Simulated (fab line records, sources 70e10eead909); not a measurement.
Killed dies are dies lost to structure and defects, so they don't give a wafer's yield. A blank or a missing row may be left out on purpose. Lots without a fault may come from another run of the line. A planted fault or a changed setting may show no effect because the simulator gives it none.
fab line records | flow nand_harc
record lots=14 wafers=39 last_day=33
route steps=1302 shown A_STAIRCASE@686 END@1302
lots that met no fault: from a run of the same line without faults
start_h: hours from the record's first day to the start of the lot's first wafer shown | wait_h: hours since the lot's step before | " the same as in the row above | L1.1+2: a row that stands for several wafers | - no value, or no start given | * or withheld: withheld | < > ~ a bound
route shown NAME@n: a module of which the file shows steps, and the number in the route of the first | usual: mean/standard deviation of fault-free wafers | same: alike in all rows | chamber/n: place in a boat | sites: the reading at each site | _std_site: their standard deviation | _edge_site: outer sites' mean less inner sites' | radius_mm: how far each site lies from the wafer's centre | mask NAME#n: copy n | behind: the tool/chamber that last shaped the wafer | hold: why the lot was held/for how many hours/how that ended | device: the transistor (n, p or np) that didn't switch | end of line: the same wafers' tests at the end of the route | a step without rows: its recipe alone | killed: dies lost to structure and defects at the first sort, not the wafer's yield | map: a wafer's dies, x killed, . not, _ none there
set.NAME: the setting as run; set.NAME@STEP: as run at that earlier step | model.NAME: the simulator's own value behind a step, which no gauge read
steps of the route over a sample of lots; a table a step, a row a wafer
services: from which hour (start_h, from the record's first day; less than 0 if before it) a tool's chamber was out of use, for how many hours, and why
## steps
# step NHARC_A_STAIRCASE_STRIP_175
# recipe power_w=1500 temp_c=250 chemistry=O2
# usual drypump_motor_current_A=5.52/0.2 heater_power_w=344/41
# columns lot.wafer tool chamber start_h wait_h drypump_motor_current_A heater_power_w rf_hours_counter_h
L107.1 plasma_asher-02 0 358.19 0.1 5.42 358 20
L107.5 " 1 " " 5.29 410 -
L107.6 " 0 " " 5.44 367 -
L109.4 plasma_asher-01 1 367.07 0.2 5.78 282 -
L109.3 " 0 " " 5.66 336 -
L109.6 " 1 " " 5.79 280 -
L111.1 plasma_asher-01 1 406.63 0.1 5.78 284 9
L111.3 " 0 " " 5.69 329 -
L111.6 " 1 " " 5.78 272 -
L110.4 plasma_asher-02 1 406.70 0.2 5.27 389 -
L110.6 " 1 " " 5.28 405 -
L110.5 " 0 " " 5.40 358 -
L112.3 plasma_asher-01 1 408.83 0.2 5.79 273 -
L112.4 " 0 " " 5.68 325 -
L112.5 " 0 " " 5.66 336 -
L113.3 plasma_asher-01 0 422.54 0.2 5.67 334 -
L113.4 " 1 " " 5.75 288 -
L113.5 " 0 " " 5.68 329 -
L114.1 plasma_asher-02 1 422.81 0.1 5.31 398 34
L114.4 " 0 " " 5.43 360 -
L114.6 " 1 " " 5.28 399 -
L115.1 plasma_asher-01 1 432.38 0.1 5.75 280 15
L115.3 " 0 " " 5.68 325 -
L115.5 " 1 " " 5.75 281 -
L121.3 plasma_asher-01 0 500.71 0.2 5.66 323 -
L121.6 " 0 " " 5.66 331 -
L119.4 plasma_asher-02 1 503.62 0.2 5.29 396 -
L119.6 " 1 " " 5.28 406 -
L124.6 plasma_asher-02 1 530.51 0.5 5.27 395 -
L124.5 " 0 " " 5.42 362 -
L126.2 plasma_asher-02 1 542.81 0.1 5.28 400 25
L126.4 " 1 " " 5.27 396 -
L126.5 " 0 " " 5.40 360 -
L127.3 plasma_asher-01 1 543.44 0.2 5.81 295 -
L127.4 " 0 " " 5.69 305 -
L127.6 " 1 " " 5.77 286 -
L128.3 plasma_asher-01 0 586.09 0.2 5.68 326 -
L128.5 " 1 " " 5.76 300 -
L128.6 " 0 " " 5.67 316 -
# step NHARC_A_STAIRCASE_ETCH_192
# recipe target_depth_a=1000 time_s=40.5 ion_energy_ev=400 c4f8_flow_sccm=20 o2_flow_sccm=10 ar_flow_sccm=withheld rf_w=600 bias_w=1000 chemistry=C4F8/O2
# usual oes_product_au=0.943/0.012 rf_vpp_V=895/5.9
# columns lot.wafer tool chamber start_h wait_h oes_product_au rf_hours_counter_h rf_vpp_V
L107.1 rie_diel-01 2 - - 0.956 50 893
L107.6 " 0 " " 0.949 - 897
L107.5 " 1 " " 0.961 - 901
L109.3 rie_diel-01 2 - - 0.962 52 893
L109.4 " 3 " " 0.929 52 889
L109.6 " 0 " " 0.946 - 896
L111.3 rie_diel-03 3 - - 0.955 42 891
L111.1 " 0 " " 0.957 37 887
L111.6 " 2 " " 0.952 - 890
L110.4 rie_diel-13 1 - - 0.954 - 901
L110.5 " 2 " " 0.940 - 904
L110.6 " 3 " " 0.943 - 889
L112.3 rie_diel-03 3 - - 0.957 44 890
L112.4 " 0 " " 0.940 42 888
L112.5 " 3 " " 0.949 - 891
L113.4 rie_diel-13 2 - - 0.935 20 903
L113.3 " 3 " " 0.933 21 890
L113.5 " 1 " " 0.934 - 900
L114.1 rie_diel-03 0 - - 0.958 44 889
L114.4 " 2 " " 0.938 44 889
L114.6 " 3 " " 0.958 - 891
L115.1 rie_diel-03 1 - - 0.966 43 897
L115.3 " 3 " " 0.954 50 889
L115.5 " 1 " " 0.963 - 898
L121.3 rie_diel-03 0 - - 0.930 14 905
L121.6 " 0 " " 0.930 - 906
L119.4 rie_diel-01 3 - - 0.930 35 887
L119.6 " 3 " " 0.938 - 888
L124.5 rie_diel-03 3 - - 0.951 - 890
L124.6 " 0 " " 0.947 - 905
L126.2 rie_diel-03 0 - - 0.935 31 906
L126.4 " 2 " " 0.926 31 889
L126.5 " 1 " " 0.941 - 896
L127.4 rie_diel-03 3 - - 0.954 32 890
L127.3 " 0 " " 0.943 32 906
L127.6 " 0 " " 0.934 - 905
L128.3 rie_diel-03 1 - - 0.949 47 896
L128.6 " 0 " " 0.950 - 904
L128.5 " 1 " " 0.944 - 896
# step NHARC_A_STAIRCASE_TRIM_198
# recipe time_s=211.2 o2_flow_sccm=500 ar_flow_sccm=0 bias_w=0 chemistry=O2
# usual drypump_motor_current_A=5.8/0.36 oes_product_au=0.999/0.012 rf_vpp_V=57.7/0.87 showerhead_plenum_p_Torr=3.51/0.16 throttle_valve_pct=17.037/0.009
# columns lot.wafer tool chamber start_h wait_h drypump_motor_current_A oes_product_au rf_hours_counter_h rf_vpp_V showerhead_plenum_p_Torr throttle_valve_pct
L107.1 rie_diel-13 0 - - 5.9 0.986 2 58.1 3.63 17.028
L107.5 " 3 " " 5.1 0.991 - 58.1 3.35 17.040
L107.6 " 0 " " 5.9 0.983 - 57.1 3.63 17.040
L109.4 rie_diel-01 3 - - 6.4 0.984 52 58.6 3.33 17.044
L109.3 " 0 " " 5.9 0.990 49 59.2 3.58 17.041
L109.6 " 2 " " 5.9 1.016 - 58.1 3.47 17.024
L111.1 rie_diel-01 2 - - 5.9 0.993 4 57.9 3.47 17.027
L111.3 " 0 " " 5.9 0.978 3 57.3 3.57 17.033
L111.6 " 2 " " 5.9 0.989 - 57.6 3.47 17.027
L110.4 rie_diel-13 2 - - 6.1 1.002 16 58.4 3.73 17.018
L110.6 " 0 " " 5.9 0.979 - 57.6 3.63 17.047
L110.5 " 1 " " 5.6 1.000 - 58.1 3.65 17.043
L112.4 rie_diel-01 1 - - 5.7 1.012 7 58.2 3.64 17.034
L112.3 " 2 " " 6.0 0.997 7 57.9 3.47 17.039
L112.5 " 2 " " 5.9 0.997 - 56.8 3.46 17.043
L114.4 rie_diel-03 1 - - 5.7 1.017 40 57.4 3.56 17.038
L114.1 " 0 " " 6.2 1.013 44 58.4 3.28 17.038
L114.6 " 1 " " 5.7 1.015 - 56.8 3.56 17.046
L113.4 rie_diel-13 3 - - 5.1 1.000 22 57.7 3.34 17.036
L113.3 " 0 " " 5.9 0.992 13 56.9 3.62 17.036
L113.5 " 0 " " 5.9 0.988 - 58.5 3.62 17.056
L115.3 rie_diel-13 2 - - 6.0 1.014 22 57.9 3.73 17.035
L115.1 " 1 " " 5.6 1.018 20 58.6 3.65 17.040
L115.5 " 2 " " 6.1 1.012 - 59.0 3.73 17.030
L121.3 rie_diel-13 1 - - 5.6 0.999 44 58.6 3.63 17.039
L121.6 " 2 " " 6.1 0.990 - 58.3 3.72 17.037
L119.4 rie_diel-13 3 - - 5.1 0.994 53 56.0 3.33 17.046
L119.6 " 2 " " 6.1 1.000 - 59.1 3.72 17.037
L124.5 rie_diel-13 3 - - 5.1 0.985 - 56.6 3.33 17.039
L124.6 " 0 " " 5.9 1.000 - 59.0 3.60 17.044
L126.2 rie_diel-01 2 - - 5.9 0.989 47 58.2 3.44 17.038
L126.4 " 2 " " 6.0 0.984 - 56.7 3.44 17.040
L126.5 " 3 " " 6.3 0.986 - 55.0 3.31 17.028
L127.3 rie_diel-03 2 - - 6.2 0.999 31 56.1 3.32 17.041
L127.4 " 0 " " 6.2 1.009 32 58.4 3.79 17.041
L127.6 " 3 " " 5.4 1.016 - 58.0 3.35 17.025
L128.3 rie_diel-13 0 - - 6.0 1.001 20 57.7 3.59 17.038
L128.6 " 2 " " 6.1 1.009 - 57.6 3.70 17.031
L128.5 " 3 " " 5.1 0.986 - 57.6 3.32 17.031
# step NHARC_A_STAIRCASE_ETCH_203
# recipe target_depth_a=1000 time_s=40.5 ion_energy_ev=400 c4f8_flow_sccm=20 o2_flow_sccm=10 ar_flow_sccm=withheld rf_w=600 bias_w=1000 chemistry=C4F8/O2
# usual oes_product_au=0.942/0.014 rf_vpp_V=895/5.9
# columns lot.wafer tool chamber start_h wait_h oes_product_au rf_hours_counter_h rf_vpp_V
L107.1 rie_diel-13 1 361.64 - 0.955 2 901
L107.5 " 0 " " 0.921 - 899
L107.6 " 1 " " 0.949 - 901
L109.4 rie_diel-01 2 370.64 - 0.963 52 895
L109.3 " 0 " " 0.946 49 897
L109.6 " 3 " " 0.943 - 889
L111.3 rie_diel-01 3 412.88 - 0.919 7 888
L111.1 " 2 " " 0.942 6 894
L111.6 " 3 " " 0.926 - 888
L110.4 rie_diel-13 0 414.48 - 0.933 9 900
L110.6 " 1 " " 0.959 - 900
L110.5 " 2 " " 0.949 - 903
L112.4 rie_diel-01 1 415.14 - 0.952 8 901
L112.3 " 2 " " 0.946 7 893
L112.5 " 3 " " 0.926 - 889
L113.4 rie_diel-13 3 427.07 - 0.930 22 889
L113.3 " 1 " " 0.954 19 901
L113.5 " 0 " " 0.939 - 900
L114.4 rie_diel-03 0 427.48 - 0.948 45 886
L114.1 " 1 " " 0.945 42 898
L114.6 " 0 " " 0.946 - 888
L115.1 rie_diel-13 3 435.76 - 0.933 23 887
L115.3 " 2 " " 0.931 23 904
L115.5 " 3 " " 0.924 - 890
L121.3 rie_diel-13 0 505.09 - 0.932 44 898
L121.6 " 0 " " 0.776 - 899
L119.4 rie_diel-13 3 507.16 - 0.932 53 889
L119.6 " 3 " " 0.775 - 888
L124.5 rie_diel-13 2 533.99 - 0.784 - 903
L124.6 " 3 " " 0.780 - 889
L126.2 rie_diel-01 1 546.65 - 0.960 52 899
L126.5 " 2 " " 0.944 - 891
L126.4 " 3 " " 0.930 - 888
L127.4 rie_diel-03 2 547.03 - 0.922 32 888
L127.3 " 3 " " 0.949 32 889
L127.6 " 3 " " 0.959 - 890
L128.3 rie_diel-13 2 589.68 - 0.921 21 902
L128.6 " 2 " " 0.921 - 903
L128.5 " 3 " " 0.910 - 888
# step NHARC_END_SORT_01
# recipe temp_c=25
# usual killed_at_array=54/21 killed_at_other=0.9/1.1 killed_at_periphery=3.5/2.5 killed_dies=58/21 killed_open=3.3/1.9 killed_short=2.6/1.8
# same gross_dies=677
# columns lot.wafer tool chamber start_h wait_h killed_at_array killed_at_other killed_at_periphery killed_dies killed_open killed_short
L121.3 prober-02 0 707.06 3.1 55 2 3 60 3 3
L121.6 prober-02 0 709.44 4.0 660 0 3 663 5 9
L124.5 prober-01 0 746.12 3.7 665 2 6 673 3 1
L124.6 prober-01 0 746.91 4.0 634 2 7 643 6 4
# killed by level:class
L121.3 A_CHANNEL_HOLE_D1:chamber_film_flake=38 A_SLIT:chamber_film_flake=4 A_STAIRCASE:chamber_film_flake=4 A_CHANNEL_FILL_D2:chamber_film_flake=2 A_CONTACT:chamber_film_flake=2 P_CONTACT:geometric_particle:short=1 P_CONTACT:geometric_particle:open=1 A_ONON_D1:geometric_particle:open=1
L121.6 A_STAIRCASE:area_etch=598 A_CHANNEL_HOLE_D1:chamber_film_flake=33 A_SLIT:chamber_film_flake=7 A_CONTACT:chamber_film_flake=4 A_DECK1_JOINT:chamber_film_flake=3 P_CONTACT:geometric_particle:short=2 A_SOURCE_PLATE:geometric_particle:short=2 A_ONON_D1:geometric_particle:short=2
L124.5 A_STAIRCASE:area_etch=584 A_CHANNEL_HOLE_D1:chamber_film_flake=33 A_SLIT:chamber_film_flake=29 A_CHANNEL_HOLE_D2:chamber_film_flake=8 A_CONTACT:chamber_film_flake=5 P_BONDPAD:chamber_film_flake=4 A_CHANNEL_FILL_D2:chamber_film_flake=2 THIN_TSV:chamber_film_flake=2
L124.6 A_STAIRCASE:area_etch=564 A_CHANNEL_HOLE_D1:chamber_film_flake=32 A_SLIT:chamber_film_flake=19 A_CHANNEL_HOLE_D2:chamber_film_flake=8 A_CONTACT:chamber_film_flake=3 P_CONTACT:geometric_particle:open=2 A_DECK1_JOINT:geometric_particle:open=2 THIN_TSV:chamber_film_flake=2
## services
# columns tool chamber start_h hours kind
rie_diel-03 1 336.74 2.4 repair
rie_diel-03 - 339.64 0.6 repair
rie_diel-13 - 343.02 9.0 pm
rie_diel-13 0 343.02 9.0 vent_cycle
rie_diel-13 1 343.02 9.0 vent_cycle
rie_diel-13 2 343.02 9.0 vent_cycle
rie_diel-13 3 343.02 9.0 vent_cycle
plasma_asher-01 - 349.60 9.0 pm
rie_diel-13 0 352.02 - clean
rie_diel-13 1 352.02 - clean
rie_diel-01 - 380.82 9.0 pm
rie_diel-01 - 396.72 0.4 repair
rie_diel-13 0 401.64 10.6 repair
plasma_asher-02 - 426.00 9.0 pm
rie_diel-03 - 461.71 9.0 pm
rie_diel-13 1 485.28 3.4 repair
rie_diel-13 3 517.00 2.9 repair
rie_diel-13 2 518.14 4.1 repair
rie_diel-13 - 520.08 9.0 pm
plasma_asher-01 - 526.60 9.0 pm
rie_diel-03 2 563.07 2.6 repair
plasma_asher-02 - 571.58 0.4 repair
rie_diel-01 2 573.91 10.4 repair
rie_diel-13 - 586.75 0.2 repair
## key
first_sign step=NHARC_A_STAIRCASE_ETCH_203 reading=oes_product_au direction=down sigmas=12 usual=0.942 struck=0.779
effect step=NHARC_END_SORT_01 reading=killed_dies direction=up sigmas=28 usual=58 struck=660
more_kills_born_at NHARC_A_STAIRCASE_ETCH_203@rie_diel-13=1746
met_at NHARC_A_STAIRCASE_ETCH_203
struck_lots L119,L121,L124
struck_wafers L119.6,L121.6,L124.5,L124.6
later_rows_left_out L119.6,L121.6,L124.5,L124.6
sort_left_out L119.6
tester_left_out L119,L121,L124
not_acting_at NHARC_A_STAIRCASE_STRIP_175,NHARC_A_STAIRCASE_ETCH_192,NHARC_A_STAIRCASE_TRIM_198
onset_between 435.76 505.09
fault kind=process_parameter_drift tool=rie_diel-13 chamber=- onset_h=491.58 steps=NHARC_A_STAIRCASE_ETCH_203 channel=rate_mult offset=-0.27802 shape=step end_h=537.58 scope=struck_wafers_only
# tester_left_out: of these lots the tester's yield and bins aren't shown, on N5 and GAA mostly nor the transistor test; their killed dies are dies lost to structure and defects alone, not to doping, threshold or leakage, so they don't give the yield
# sort_left_out: the simulated sort isn't trusted on such a fault, so these wafers' sort isn't shown, and their yield isn't known
# later_rows_left_out: the simulator's readings of these wafers behind a module that went badly wrong aren't trusted and aren't shown, but for the sort
